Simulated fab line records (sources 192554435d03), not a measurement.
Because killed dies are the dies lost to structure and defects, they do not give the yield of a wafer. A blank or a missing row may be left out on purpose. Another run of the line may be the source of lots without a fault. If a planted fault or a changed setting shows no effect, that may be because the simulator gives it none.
fab line records + flow n5-finfet
record
- lots=6
- wafers=17
- last-day=16
route steps=1938 shown PASS1_DEP@1831 MIM_BOT@1832 MIM_TOP@1834 MIM_TOP_LITHO@1839
lots with no fault: from the same line, run without faults
start-h: hours from the record's opening day to when the first of the lot's shown wafers began + wait-h: hours elapsed since this lot's preceding step + " as in the row above + L1.1+2: several wafers, shown together as one row + - either no value or no given start + * or withheld: withheld + < > ~ a bound
route shown NAME@n: names a module that has steps shown in the file, with the first one's number in the route + usual: mean and standard deviation over wafers with no fault + same: alike in all rows + chamber/n: place in a boat + sites: the reading at each site + _std_site: standard deviation across them + _edge_site: inner sites' mean taken away from outer sites' mean + radius-mm: how far each site lies from the wafer's centre + mask NAME#n: copy n + behind: the most recent tool/chamber to have shaped the wafer + hold: what put the lot on hold/how long, in hours/how the hold closed + device: transistor that didn't switch, given as n, p or np + end of line: tests of these same wafers at the route's end + step lacking rows: just its recipe + killed: at the first sort, the dies lost to defects and structure; wafer yield is something else + map: a wafer's dies, marking killed ones x, the rest . and places with no die _
set.NAME: setting as actually run; set.NAME@STEP: the setting as run at that earlier step + model.NAME: the simulator's own value behind a step, which no gauge read
lots at selected steps of the route; one table per step, one row per wafer
services: from which hour (start-h, from the record's first day; less than 0 if before it) a tool's chamber was out of use, for how many hours, and why
## steps
# step N5_PASSIVATION_PECVD_00
# recipe
- material=SiO2
- target-thk-a=2000
- temp-c=400
- precursor=SiH4/N2O
- pressure-torr=2.7
- rf-w=608
- time-s=11.2
# usual
- heater-power-outer-w=382/70
- heater-power-w=671/110
- showerhead-plenum-p-Torr=8.12/0.062
- throttle-valve-pct=52/3.2
| lot.wafer | tool     | chamber | start-h | wait-h | heater-power-outer-w | heater-power-w | showerhead-plenum-p-Torr | throttle-valve-pct |
|-----------|----------|---------|---------|--------|----------------------|----------------|--------------------------|--------------------|
| L842.1    | pecvd-01 | 0       | 244.83  | 0.8    | 431                  | 706            | 8.15                     | 51                 |
| L842.3    | "        | 2       | "       | "      | 289                  | 507            | 8.17                     | 47                 |
| L842.4    | "        | 2       | "       | "      | 301                  | 534            | 8.18                     | 47                 |
| L856.2    | pecvd-02 | 0       | 330.39  | 0.7    | 396                  | 673            | 8.02                     | 52                 |
| L856.3    | "        | 1       | "       | "      | 462                  | 788            | 8.24                     | 54                 |
| L856.5    | "        | 2       | "       | "      | 324                  | 529            | 8.16                     | 48                 |
| L858.2    | pecvd-01 | 1       | 338.38  | 0.7    | 292                  | 545            | 8.09                     | 58                 |
| L858.3    | "        | 2       | "       | "      | 326                  | 574            | 8.16                     | 47                 |
| L858.5    | "        | 2       | "       | "      | 332                  | 571            | 8.16                     | 47                 |
| L860.1    | pecvd-03 | 2       | 348.34  | 0.8    | 357                  | 640            | 8.09                     | 51                 |
| L860.4    | "        | 0       | "       | "      | 399                  | 741            | 8.12                     | 53                 |
| L860.6    | "        | 1       | "       | "      | 402                  | 726            | 8.08                     | 54                 |
| L861.1    | pecvd-03 | 2       | 373.84  | 0.8    | 363                  | 636            | 8.05                     | 51                 |
| L861.5    | "        | 0       | "       | "      | 480                  | 832            | 8.12                     | 54                 |
| L862.1    | pecvd-01 | 1       | 374.78  | 0.8    | 325                  | 595            | 8.09                     | 57                 |
| L862.5    | "        | 0       | "       | "      | 507                  | 818            | 8.15                     | 53                 |
| L862.6    | "        | 1       | "       | "      | 331                  | 599            | 8.08                     | 57                 |
# step N5_MIM_BOT_DEGAS_01
# recipe
- ambient=vacuum
- temp-c=300
- time-s=60
# usual
- heater-power-w=466/35
| lot.wafer | tool           | chamber | start-h | wait-h | heater-power-w |
|-----------|----------------|---------|---------|--------|----------------|
| L842.1    | pvd-sputter-03 | -       | 245.44  | 0.6    | 424            |
| L842.3    | "              | -       | "       | "      | 496            |
| L842.4    | "              | -       | "       | "      | 470            |
| L856.2    | pvd-sputter-01 | -       | 330.83  | 0.4    | 512            |
| L856.3    | "              | -       | "       | "      | 484            |
| L856.5    | "              | -       | "       | "      | 453            |
| L858.2    | pvd-sputter-01 | -       | 338.98  | 0.6    | 457            |
| L858.3    | "              | -       | "       | "      | 490            |
| L858.5    | "              | -       | "       | "      | 494            |
| L860.1    | pvd-sputter-03 | -       | 349.62  | 1.3    | 475            |
| L860.4    | "              | -       | "       | "      | 436            |
| L860.6    | "              | -       | "       | "      | 477            |
| L861.1    | pvd-sputter-03 | -       | 374.04  | 0.2    | 440            |
| L861.5    | "              | -       | "       | "      | 430            |
| L862.1    | pvd-sputter-02 | -       | 375.12  | 0.3    | 486            |
| L862.5    | "              | -       | "       | "      | 446            |
| L862.6    | "              | -       | "       | "      | 428            |
# step N5_MIM_BOT_SPUTTER_00
# recipe
- material=TiN
- target-thk-a=350
- temp-c=200
- power-w=3000
- chamber-pressure-pa=0.49996
- gas=Ar
- reactive-partial-pa=0.37997
- time-s=89.7
# usual
- throttle-valve-pct=29.5/1.2
| lot.wafer | tool           | chamber | start-h | wait-h | throttle-valve-pct |
|-----------|----------------|---------|---------|--------|--------------------|
| L842.1    | pvd-sputter-03 | -       | 245.48  | 0.0    | 29.4               |
| L842.3    | "              | -       | "       | "      | 29.7               |
| L842.4    | "              | -       | "       | "      | 32.2               |
| L856.2    | pvd-sputter-01 | -       | 330.87  | 0.0    | 29.4               |
| L856.3    | "              | -       | "       | "      | 30.7               |
| L856.5    | "              | -       | "       | "      | 27.7               |
| L858.2    | pvd-sputter-01 | -       | 339.02  | 0.0    | 28.0               |
| L858.3    | "              | -       | "       | "      | 30.3               |
| L858.5    | "              | -       | "       | "      | 30.5               |
| L860.1    | pvd-sputter-03 | -       | 349.66  | 0.0    | 31.9               |
| L860.4    | "              | -       | "       | "      | 29.6               |
| L860.6    | "              | -       | "       | "      | 32.3               |
| L861.1    | pvd-sputter-03 | -       | 374.08  | 0.0    | 29.8               |
| L861.5    | "              | -       | "       | "      | 29.6               |
| L862.1    | pvd-sputter-02 | -       | 375.16  | 0.0    | 29.0               |
| L862.5    | "              | -       | "       | "      | 28.8               |
| L862.6    | "              | -       | "       | "      | 30.9               |
# step N5_MIM_TOP_ALD_00
# recipe
- material=Al2O3
- target-thk-a=*
- temp-c=withheld
- ald-precursor-family=TMA
- ald-co-reactant=O3
- pulse-time-s=withheld
- purge-time-s=3
- co-reactant-purge-time-s=withheld
- co-reactant-pulse-time-s=3
- ald-cycles=withheld
# step N5_MIM_TOP_ALD_01
# recipe
- material=HfO2
- target-thk-a=56
- temp-c=withheld
- ald-precursor-family=Hf-amide
- ald-co-reactant=O3
- pulse-time-s=1
- purge-time-s=3
- co-reactant-purge-time-s=2
- co-reactant-pulse-time-s=3
- ald-cycles=62
# usual
- precursor-pulse-height-rel=1.001/0.02
# same
- ald-cycles=62
- pulse-time-s=1
- purge-time-s=3
| lot.wafer | tool      | chamber | start-h | wait-h | precursor-pulse-height-rel |
|-----------|-----------|---------|---------|--------|----------------------------|
| L842.1    | ald-hk-01 | 1       | -       | -      | 0.964                      |
| L842.3    | "         | 0       | "       | "      | 1.030                      |
| L842.4    | "         | 2       | "       | "      | 1.047                      |
| L856.2    | ald-hk-01 | 1       | -       | -      | 0.988                      |
| L856.3    | "         | 3       | "       | "      | 0.994                      |
| L856.5    | "         | 0       | "       | "      | 0.993                      |
| L858.2    | ald-hk-03 | 2       | -       | -      | 1.019                      |
| L858.3    | "         | 0       | "       | "      | 1.027                      |
| L858.5    | "         | 0       | "       | "      | 0.990                      |
| L860.1    | ald-hk-03 | 0       | -       | -      | 0.978                      |
| L860.4    | "         | 2       | "       | "      | 1.000                      |
| L860.6    | "         | 2       | "       | "      | 0.966                      |
| L861.1    | ald-hk-03 | 0       | -       | -      | 1.007                      |
| L861.5    | "         | 3       | "       | "      | 1.028                      |
| L862.1    | ald-hk-01 | 0       | -       | -      | 0.985                      |
| L862.5    | "         | 0       | "       | "      | 1.003                      |
| L862.6    | "         | 3       | "       | "      | 1.013                      |
# step N5_MIM_TOP_ALD_02
# recipe
- material=Al2O3
- target-thk-a=*
- temp-c=withheld
- ald-precursor-family=TMA
- ald-co-reactant=O3
- pulse-time-s=withheld
- purge-time-s=3
- co-reactant-purge-time-s=withheld
- co-reactant-pulse-time-s=3
- ald-cycles=withheld
# step N5_MIM_TOP_DEGAS_04
# recipe
- ambient=vacuum
- temp-c=300
- time-s=60
# step N5_MIM_TOP_SPUTTER_03
# recipe
- material=TiN
- target-thk-a=350
- temp-c=200
- power-w=3000
- chamber-pressure-pa=0.49996
- gas=Ar
- reactive-partial-pa=0.37997
- time-s=89.7
# usual
- throttle-valve-pct=29.4/1.1
| lot.wafer | tool           | chamber | start-h | wait-h | throttle-valve-pct |
|-----------|----------------|---------|---------|--------|--------------------|
| L842.1    | pvd-sputter-02 | -       | 246.17  | 0.0    | 28.8               |
| L842.3    | "              | -       | "       | "      | 28.6               |
| L842.4    | "              | -       | "       | "      | 29.2               |
| L856.2    | pvd-sputter-03 | -       | 331.97  | 0.0    | 29.9               |
| L856.3    | "              | -       | "       | "      | 28.5               |
| L856.5    | "              | -       | "       | "      | 29.6               |
| L858.2    | pvd-sputter-02 | -       | 340.76  | 0.0    | 30.7               |
| L858.3    | "              | -       | "       | "      | 28.5               |
| L858.5    | "              | -       | "       | "      | 28.7               |
| L860.1    | pvd-sputter-03 | -       | 350.31  | 0.0    | 29.5               |
| L860.4    | "              | -       | "       | "      | 32.2               |
| L860.6    | "              | -       | "       | "      | 32.1               |
| L861.1    | pvd-sputter-01 | -       | 374.79  | 0.0    | 30.7               |
| L861.5    | "              | -       | "       | "      | 27.9               |
| L862.1    | pvd-sputter-02 | -       | 377.48  | 0.0    | 28.7               |
| L862.5    | "              | -       | "       | "      | 30.7               |
| L862.6    | "              | -       | "       | "      | 29.0               |
# step N5_MIM_TOP_LITHO_HMDS_01
# recipe
- time-s=60
- temp-c=120
# step N5_MIM_TOP_LITHO_COAT_02
# recipe
- spin-rpm=*
- resist-thk-nm=*
# step N5_MIM_TOP_LITHO_EBR_04
# recipe
- solvent=PGMEA
- ebr-width-mm=1.5
# step N5_MIM_TOP_LITHO_SOFTBAKE_03
# recipe
- temp-c=100
- time-s=90
# step N5_MIM_TOP_LITHO_EXPOSE_05
# recipe
- mask-id=MIM_TOP
- na=0.55
- source-shape=conventional
- sigma-outer=0.8
- polarization=unpolarized
- target-cd-nm=2000
- dose-mj=20.5
| lot.wafer  | tool           | chamber | start-h | wait-h | mask      | model.MIM_TOP_LITHO.overlay-x-nm |
|------------|----------------|---------|---------|--------|-----------|----------------------------------|
| L842.1+3+4 | krf-scanner-01 | 0       | 246.38  | -      | MIM_TOP#0 | 0.4                              |
| L856.2+3+5 | krf-scanner-02 | 0       | 332.32  | -      | MIM_TOP#0 | 0.6                              |
| L858.2+3+5 | krf-scanner-02 | 0       | 340.98  | -      | MIM_TOP#0 | 629                              |
| L860.1+4+6 | krf-scanner-02 | 0       | 350.52  | -      | MIM_TOP#0 | 623.2                            |
| L861.1+5   | krf-scanner-01 | 0       | 375.13  | -      | MIM_TOP#0 | 4.6                              |
| L862.1+5+6 | krf-scanner-01 | 0       | 377.70  | -      | MIM_TOP#0 | -1.8                             |
# step N5_MIM_TOP_LITHO_PEB_06
# recipe
- peb-temp-c=withheld
- peb-time-s=*
# step N5_MIM_TOP_LITHO_DEVELOP_07
# recipe
- develop-time-s=60
- rinse-liquid=diw
- dry=air-spin
- dev-temp-c=21
# step N5_MIM_TOP_LITHO_HARDBAKE_09
# recipe
- temp-c=130
- time-s=120
# step N5_MIM_TOP_LITHO_CD_MEAS_08
# recipe
- target-cd-nm=2000
- landing-energy-ev=500
- detector=se-inlens
# usual
- cd-nm=2000.0/1.9
| lot.wafer | tool      | chamber | start-h | wait-h | cd-nm  |
|-----------|-----------|---------|---------|--------|--------|
| L842.1    | cd-sem-03 | 0       | 246.56  | -      | 2000.4 |
| L842.3    | "         | 0       | "       | "      | 1999.4 |
| L842.4    | "         | 0       | "       | "      | 2002.6 |
| L856.2    | cd-sem-03 | 0       | 332.49  | -      | 1999.3 |
| L856.3    | "         | 0       | "       | "      | 1998.0 |
| L856.5    | "         | 0       | "       | "      | 2000.3 |
| L858.2    | cd-sem-03 | 0       | 341.16  | -      | 1998.0 |
| L858.3    | "         | 0       | "       | "      | 2000.9 |
| L858.5    | "         | 0       | "       | "      | 2000.3 |
| L860.1    | cd-sem-01 | 0       | 350.70  | -      | 2002.4 |
| L860.4    | "         | 0       | "       | "      | 1998.5 |
| L860.6    | "         | 0       | "       | "      | 2003.0 |
| L861.1    | cd-sem-02 | 0       | 375.31  | -      | 2000.5 |
| L861.5    | "         | 0       | "       | "      | 2001.5 |
| L862.1    | cd-sem-03 | 0       | 377.87  | -      | 1997.4 |
| L862.5    | "         | 0       | "       | "      | 1996.4 |
| L862.6    | "         | 0       | "       | "      | 2000.9 |
# step N5_MIM_TOP_LITHO_OVL_MEAS_11
# recipe
- points-per-wafer=44
# usual
- MIM_TOP_OVL=3/5.7
| lot.wafer | tool       | chamber | start-h | wait-h | MIM_TOP_OVL[nm] |
|-----------|------------|---------|---------|--------|-----------------|
| L842.1    | overlay-02 | 0       | 246.59  | 0.0    | -3              |
| L842.3    | "          | 0       | "       | "      | 2               |
| L842.4    | "          | 0       | "       | "      | 7               |
| L856.2    | overlay-01 | 0       | 332.52  | 0.0    | 5               |
| L856.3    | "          | 0       | "       | "      | 6               |
| L856.5    | "          | 0       | "       | "      | 4               |
| L858.2    | overlay-01 | 0       | 341.18  | 0.0    | 639             |
| L858.3    | "          | 0       | "       | "      | 639             |
| L858.5    | "          | 0       | "       | "      | 639             |
| L860.1    | overlay-01 | 0       | 350.73  | 0.0    | 629             |
| L860.4    | "          | 0       | "       | "      | 629             |
| L860.6    | "          | 0       | "       | "      | 626             |
| L861.1    | overlay-01 | 0       | 375.34  | 0.0    | 1               |
| L861.5    | "          | 0       | "       | "      | 7               |
| L862.1    | overlay-02 | 0       | 377.90  | 0.0    | -5              |
| L862.5    | "          | 0       | "       | "      | -2              |
| L862.6    | "          | 0       | "       | "      | -3              |
# step N5_MIM_TOP_LITHO_INSPECT_12
# recipe
- mode=adi
- inspect-instrument=macro
# usual
- raw-defect-count=2.2/1.5
| lot.wafer | tool              | chamber | start-h | wait-h | raw-defect-count |
|-----------|-------------------|---------|---------|--------|------------------|
| L842.1    | defect-inspect-02 | -       | 246.61  | 0.0    | 3                |
| L842.3    | "                 | -       | "       | "      | 6                |
| L842.4    | "                 | -       | "       | "      | 2                |
| L856.2    | defect-inspect-02 | -       | 332.54  | 0.0    | 2                |
| L856.3    | "                 | -       | "       | "      | 3                |
| L856.5    | "                 | -       | "       | "      | 1                |
| L858.2    | defect-inspect-02 | -       | 341.21  | 0.0    | 1                |
| L858.3    | "                 | -       | "       | "      | 2                |
| L858.5    | "                 | -       | "       | "      | 2                |
| L860.1    | defect-inspect-02 | -       | 350.75  | 0.0    | 2                |
| L860.4    | "                 | -       | "       | "      | 4                |
| L860.6    | "                 | -       | "       | "      | 5                |
| L861.1    | defect-inspect-01 | -       | 375.36  | 0.0    | 4                |
| L861.5    | "                 | -       | "       | "      | 3                |
| L862.1    | defect-inspect-01 | -       | 377.93  | 0.0    | 3                |
| L862.5    | "                 | -       | "       | "      | 0                |
| L862.6    | "                 | -       | "       | "      | 3                |
## services
| tool           | chamber | start-h | hours | kind           |
|----------------|---------|---------|-------|----------------|
| pecvd-02       | 1       | 226.80  | 2.1   | scheduled-down |
| krf-scanner-02 | -       | 230.84  | 0.8   | pm             |
| krf-scanner-02 | -       | 238.52  | 0.2   | repair         |
| pecvd-03       | 1       | 243.14  | 2.1   | scheduled-down |
| ald-hk-03      | -       | 245.31  | 1.7   | repair         |
| pecvd-02       | -       | 250.62  | 2.8   | pm             |
| krf-scanner-02 | -       | 258.13  | 11.6  | pm             |
| pecvd-01       | 0       | 267.75  | 5.5   | scheduled-down |
| pecvd-03       | -       | 271.33  | 1.2   | repair         |
| krf-scanner-01 | -       | 280.58  | 0.8   | pm             |
| pvd-sputter-02 | -       | 284.61  | 5.1   | repair         |
| pecvd-02       | -       | 290.31  | 6.1   | repair         |
| pecvd-02       | 1       | 298.53  | 6.5   | repair         |
| krf-scanner-01 | -       | 302.66  | 1.0   | pm             |
| krf-scanner-01 | -       | 305.96  | 0.7   | repair         |
| pecvd-01       | -       | 306.51  | 1.0   | repair         |
| pecvd-02       | 2       | 308.48  | 2.1   | scheduled-down |
| krf-scanner-02 | -       | 321.41  | 4.4   | pm             |
| pecvd-01       | 2       | 322.01  | 2.1   | scheduled-down |
| krf-scanner-01 | -       | 325.78  | 1.3   | pm             |
| pecvd-02       | 0       | 331.56  | 2.1   | scheduled-down |
| krf-scanner-01 | -       | 333.95  | 36.0  | pm             |
| krf-scanner-02 | -       | 369.95  | 4.0   | pm             |
| krf-scanner-02 | -       | 373.97  | 1.3   | pm             |
## key
first-sign
- step=N5_MIM_TOP_LITHO_OVL_MEAS_11
- reading=MIM_TOP_OVL
- direction=up
- sigmas=99+
- usual=3
- struck=633
effect none on later readings
model-effect
- step=N5_MIM_TOP_LITHO_EXPOSE_05
- value=MIM_TOP_LITHO.overlay-x-nm
- without=3.1
- struck=626.1
met-at N5_MIM_TOP_LITHO_EXPOSE_05
struck-wafers L858.2,L858.3,L858.5,L860.1,L860.4,L860.6
onset-between 332.32 340.98
fault
- kind=scanner-matching-overlay
- tool=krf-scanner-02
- chamber=-
- onset-h=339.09
- steps=N5_MIM_TOP_LITHO_EXPOSE_05
- offset=622.97
